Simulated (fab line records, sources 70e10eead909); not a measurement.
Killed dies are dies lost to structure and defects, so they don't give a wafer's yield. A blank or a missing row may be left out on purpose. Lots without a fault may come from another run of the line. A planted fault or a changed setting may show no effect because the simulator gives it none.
Which tool did it? | flow nand_harc | 12 lots, 36 wafers sampled, at 6 steps of a route of 1159

WHAT THE GAUGES READ, wafer by wafer
NHARC_P_M0_INSPECT_27. Usual: raw_defect_count 314, standard deviation 150.
lot  | measured     | on                | raw_defect_count | flag
L990 | day 6 01:35  | defect_inspect-02 | 185 147 242      |
L992 | day 6 13:55  | defect_inspect-02 | 325 169 210      |
L991 | day 6 14:21  | defect_inspect-02 | 157 107 172      |
L994 | day 6 22:13  | defect_inspect-02 | 276 222 191      |
L993 | day 7 03:07  | defect_inspect-01 | 256 290 216      |
L997 | day 7 15:04  | defect_inspect-01 | 620 272 268      |
L998 | day 8 06:16  | defect_inspect-01 | 216 287 275      |
L101 | day 9 03:38  | defect_inspect-02 | 161 430 249      |
L104 | day 9 21:05  | defect_inspect-02 | 371 201 336      |
L107 | day 10 02:39 | defect_inspect-02 | 275 342 191      |
L110 | day 10 21:35 | defect_inspect-01 | 910 487 743      |
L113 | day 11 20:55 | defect_inspect-01 | 359 213 313      |

NHARC_END_SORT_01. Usual: defect_limited_yield 95.8 %, standard deviation 1.2; killed_at_array 24, standard deviation 7.4; killed_at_other 0.5, standard deviation 0.81; killed_at_periphery 3.4, standard deviation 2.3; killed_dies 28, standard deviation 8; killed_open 3.4, standard deviation 1.8; killed_short 2.0, standard deviation 1.4; sort_bin_2_pct 1.3 %, standard deviation 0.54; sort_bin_3_pct 0.23 %, standard deviation 0.2; sort_bin_4_pct 2.7 %, standard deviation 0.77; sort_n_pass 649, standard deviation 8; sort_rim_yield_pct 94.2 %, standard deviation 2.7; sort_yield_pct 95.8 %, standard deviation 1.2.
lot  | measured     | on        | defect_limited_yield (%) | killed_at_array | killed_at_other | killed_at_periphery | killed_dies | killed_open | killed_short | sort_bin_2_pct (%) | sort_bin_3_pct (%) | sort_bin_4_pct (%) | sort_n_pass | sort_rim_yield_pct (%) | sort_yield_pct (%) | flag
L998 | day 21 09:03 | prober-01 | 95.9 94.8 93.9           | 27 32 39        | 0 2 1           | 1 1 1               | 28 35 41    | 3 0 2       | 1 1 3        | 1.5 1.6 1.8        | 0.15 0.30 0.30     | 2.5 3.2 4.0        | 649 642 636 | 92.5 90.6 93.4         | 95.9 94.8 93.9     |

WHICH TOOL RAN EACH LOT (tool, then ch and the chambers of the sampled wafers, then the start)
lot  | NHARC_P_M0_DEP_32               | NHARC_P_M1_PVD_21                       | NHARC_P_M1_ECD_22              | NHARC_P_M1_CMP_23
L990 | pecvd-04 ch 1,2, day 6 01:44    | pvd_sputter-01, day 6 04:36 or earlier  | ecd_cu-01 ch 1, day 6 04:36    | cmp-02 ch 0,2,3, day 6 05:35
L992 | pecvd-04 ch 0,1,2, day 6 14:08  | pvd_sputter-02, day 6 17:01 or earlier  | ecd_cu-01 ch 0,1, day 6 17:01  | cmp-01 ch 0,1,2, day 6 17:49
L991 | pecvd-01 ch 1,2, day 6 14:32    | pvd_sputter-03, day 6 17:28 or earlier  | ecd_cu-02 ch 0,1, day 6 17:28  | cmp-02 ch 0,1,2, day 6 18:09
L994 | pecvd-04 ch 0,1, day 6 22:32    | pvd_sputter-01, day 7 01:35 or earlier  | ecd_cu-01 ch 0,1, day 7 01:35  | cmp-02 ch 1,2, day 7 02:13
L993 | pecvd-03 ch 0,1,2, day 7 03:16  | pvd_sputter-01, day 7 06:05 or earlier  | ecd_cu-02 ch 0,1, day 7 06:05  | cmp-03 ch 2,3, day 7 06:52
L997 | pecvd-01 ch 1,2, day 7 15:16    | pvd_sputter-03, day 7 18:02 or earlier  | ecd_cu-01 ch 0,1, day 7 18:02  | cmp-02 ch 0,1,3, day 7 18:47
L998 | pecvd-03 ch 1,2, day 8 06:30    | pvd_sputter-02, day 8 09:26 or earlier  | ecd_cu-01 ch 0,1, day 8 09:26  | cmp-02 ch 1,2,3, day 8 10:10
L101 | pecvd-03 ch 0,1, day 9 05:17    | pvd_sputter-01, day 9 08:14 or earlier  | ecd_cu-02 ch 0,1, day 9 08:14  | cmp-02 ch 1,2,3, day 9 08:59
L104 | pecvd-03 ch 0,1,2, day 9 21:14  | pvd_sputter-01, day 10 00:12 or earlier | ecd_cu-01 ch 1, day 10 00:12   | cmp-01 ch 1,3, day 10 00:58
L107 | pecvd-01 ch 0,1,2, day 10 02:48 | pvd_sputter-03, day 10 05:49 or earlier | ecd_cu-01 ch 0,1, day 10 05:49 | cmp-01 ch 0,2,3, day 10 06:32
L110 | pecvd-04 ch 0,1,2, day 10 21:55 | pvd_sputter-01, day 11 00:46 or earlier | ecd_cu-02 ch 0,1, day 11 00:46 | cmp-02 ch 1,2, day 11 01:28
L113 | pecvd-04 ch 0,1, day 11 21:06   | pvd_sputter-01, day 11 23:53 or earlier | ecd_cu-01 ch 0,1, day 11 23:53 | cmp-01 ch 0,1,2, day 12 00:38
- NHARC_P_M0_DEP_32: deposits SiCN, target thk 30 nm.
- NHARC_P_M1_PVD_21: deposits Cu, target thk 30 nm, time 20.49 s.
- NHARC_P_M1_ECD_22: material Cu, target thk 400 nm.
- NHARC_P_M1_CMP_23: polishes, t overpolish 20 s, target thk 157.82 nm.

WHAT THE TOOLS THEMSELVES READ (means of the sampled wafers that have a number; where no wafer has one, the mark that the record gives instead)
NHARC_P_M0_DEP_32. Usual: heater_power_outer_w 348 W, standard deviation 38; heater_power_w 608 W, standard deviation 51.
lot  | tool     | heater_power_outer_w (W) | heater_power_w (W) | flag
L990 | pecvd-04 | 372                      | 631                |
L992 | pecvd-04 | 381                      | 635                |
L991 | pecvd-01 | 314                      | 548                |
L994 | pecvd-04 | 330                      | 592                |
L993 | pecvd-03 | 347                      | 605                |
L997 | pecvd-01 | 325                      | 572                |
L998 | pecvd-03 | 354                      | 629                |
L101 | pecvd-03 | 336                      | 606                |
L104 | pecvd-03 | 382                      | 650                |
L107 | pecvd-01 | 339                      | 596                |
L110 | pecvd-04 | 363                      | 611                |
L113 | pecvd-04 | 346                      | 599                |

NHARC_P_M1_PVD_21. Usual: chamber_pressure_pa 4.999 Pa, standard deviation 0.011; throttle_valve_pct 29.8 %, standard deviation 0.87.
lot  | tool           | chamber_pressure_pa (Pa) | throttle_valve_pct (%) | flag
L990 | pvd_sputter-01 | 5.011                    | 29.2                   |
L992 | pvd_sputter-02 | 5.014                    | 31.4                   |
L991 | pvd_sputter-03 | 4.996                    | 29.9                   |
L994 | pvd_sputter-01 | 5.000                    | 29.2                   |
L993 | pvd_sputter-01 | 4.995                    | 29.9                   |
L997 | pvd_sputter-03 | 5.004                    | 29.8                   |
L998 | pvd_sputter-02 | 5.004                    | 31.4                   |
L101 | pvd_sputter-01 | 5.005                    | 29.0                   |
L104 | pvd_sputter-01 | 4.997                    | 30.2                   |
L107 | pvd_sputter-03 | 5.000                    | 29.1                   |
L110 | pvd_sputter-01 | 4.986                    | 29.2                   |
L113 | pvd_sputter-01 | 4.991                    | 29.2                   |

NHARC_P_M1_CMP_23. Usual: motor_current_A 12.6 A, standard deviation 1.1; time_to_endpoint_s 28.6 s, standard deviation 2.
lot  | tool   | motor_current_A (A) | time_to_endpoint_s (s) | flag
L990 | cmp-02 | 12.1                | 28.6                   |
L992 | cmp-01 | 12.4                | 27.7                   |
L991 | cmp-02 | 12.2                | 25.6                   |
L994 | cmp-02 | 12.4                | 27.6                   |
L993 | cmp-03 | 11.3                | 29.8                   |
L997 | cmp-02 | 12.3                | 28.4                   |
L998 | cmp-02 | 12.5                | 28.2                   |
L101 | cmp-02 | 12.0                | 29.7                   |
L104 | cmp-01 | 12.4                | 29.5                   |
L107 | cmp-01 | 13.3                | 31.6                   |
L110 | cmp-02 | 12.1                | 23.1                   |
L113 | cmp-01 | 12.6                | 27.8                   |

THE ANSWER, worked out from the rows above alone
Rule: a lot is off if the mean of its wafers that have a number lies more than 3 standard deviations from the usual mean. A lot without any number at a reading at which 4 lots or more have one is off too. The other lots that the step has rows for count as sound. The gauges are gone through in route order, then the tools' own readings, and for those a lot's mean is taken as printed above. The first step at which some lot is off is used, and at that step the reading that is off furthest; a lot without a number counts as furthest.
No lot is off at any reading shown: from this, nothing can be told.

WHAT THE SIMULATOR HAD PUT IN
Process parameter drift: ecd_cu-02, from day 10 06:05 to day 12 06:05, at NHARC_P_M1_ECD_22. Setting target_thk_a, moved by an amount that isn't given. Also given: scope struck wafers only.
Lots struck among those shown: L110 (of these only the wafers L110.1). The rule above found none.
